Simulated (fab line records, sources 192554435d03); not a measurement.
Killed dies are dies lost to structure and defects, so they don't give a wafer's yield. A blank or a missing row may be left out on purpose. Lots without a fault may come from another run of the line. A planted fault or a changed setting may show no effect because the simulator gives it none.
Chamber matching | flow n5_finfet | N5_BEOL_M2_STRIP_19 on rie_diel-01: 4 sister chambers
The step strips in O2. 20 wafers are shown with their chamber, then 10 later ones without.

WAFERS WITH THEIR CHAMBER
wafer  | chamber | showerhead_plenum_p_Torr (Torr) | drypump_motor_current_A (A) | throttle_valve_pct (%)
L076.2 | 0       | 2.00                            | 5.7                         | 16.84
L076.4 | 2       | 2.16                            | 5.0                         | 17.03
L076.5 | 3       | 2.20                            | 6.2                         | 16.64
L078.1 | 2       | 2.15                            | 5.0                         | 17.05
L078.4 | 3       | 2.20                            | 6.2                         | 16.65
L078.5 | 3       | 2.20                            | 6.2                         | 16.66
L082.1 | 1       | 2.21                            | 5.6                         | 16.40
L082.3 | 0       | 1.99                            | 5.7                         | 16.89
L082.5 | 3       | 2.19                            | 6.2                         | 16.70
L086.3 | 3       | 2.19                            | 6.2                         | 16.68
L086.4 | 2       | 2.15                            | 5.1                         | 17.07
L086.5 | 2       | 2.15                            | 5.1                         | 17.07
L087.1 | 1       | 2.20                            | 5.6                         | 16.41
L087.4 | 0       | 1.99                            | 5.6                         | 16.87
L087.5 | 2       | 2.15                            | 5.0                         | 17.05
L089.1 | 0       | 1.99                            | 5.6                         | 16.89
L089.2 | 1       | 2.20                            | 5.6                         | 16.41
L089.4 | 3       | 2.19                            | 6.2                         | 16.71
L090.1 | 3       | 2.19                            | 6.2                         | 16.71
L090.2 | 1       | 2.20                            | 5.6                         | 16.42

SIGNATURES (means of the wafers above)
reading                  | chamber 0 | chamber 1 | chamber 2 | chamber 3 | scatter within a chamber
showerhead_plenum_p_Torr | 1.9925    | 2.2025    | 2.1520    | 2.1943    | 0.00501
drypump_motor_current_A  | 5.650     | 5.600     | 5.040     | 6.200     | 0.0371
throttle_valve_pct       | 16.8725   | 16.4100   | 17.0540   | 16.6786   | 0.0225
Rule: a wafer's distance from a chamber is the root of the sum, over the readings, of the square of ((its reading less the chamber's mean) divided by the reading's scatter). The wafer belongs to the nearest chamber; if the next one is less than 2 further off, it can't be placed. The scatter: the root of (the sum of the squares of (reading less its chamber's mean) over the shown wafers, divided by (wafers less chambers)).

WAFERS WITHOUT THEIR CHAMBER
wafer  | showerhead_plenum_p_Torr (Torr) | drypump_motor_current_A (A) | throttle_valve_pct (%)
L090.3 | 1.99                            | 5.7                         | 16.91
L091.3 | 2.20                            | 5.6                         | 16.44
L091.4 | 2.18                            | 6.2                         | 16.71
L091.6 | 1.99                            | 5.6                         | 16.91
L093.1 | 1.99                            | 5.6                         | 16.92
L093.4 | 2.20                            | 5.6                         | 16.43
L093.6 | 1.99                            | 5.6                         | 16.92
L094.1 | 1.98                            | 5.6                         | 16.92
L094.2 | 2.19                            | 5.6                         | 16.45
L094.3 | 2.19                            | 5.6                         | 16.45

WHICH CHAMBER EACH WENT THROUGH
wafer  | from the rows above | in truth
L090.3 | 0                   | 0
L091.3 | 1                   | 1
L091.4 | 3                   | 3
L091.6 | 0                   | 0
L093.1 | 0                   | 0
L093.4 | 1                   | 1
L093.6 | 0                   | 0
L094.1 | 0                   | 0
L094.2 | 1                   | 1
L094.3 | 1                   | 1
Placed correctly: 10 of 10. Can't be placed from these rows: 0. Placed wrongly: 0.
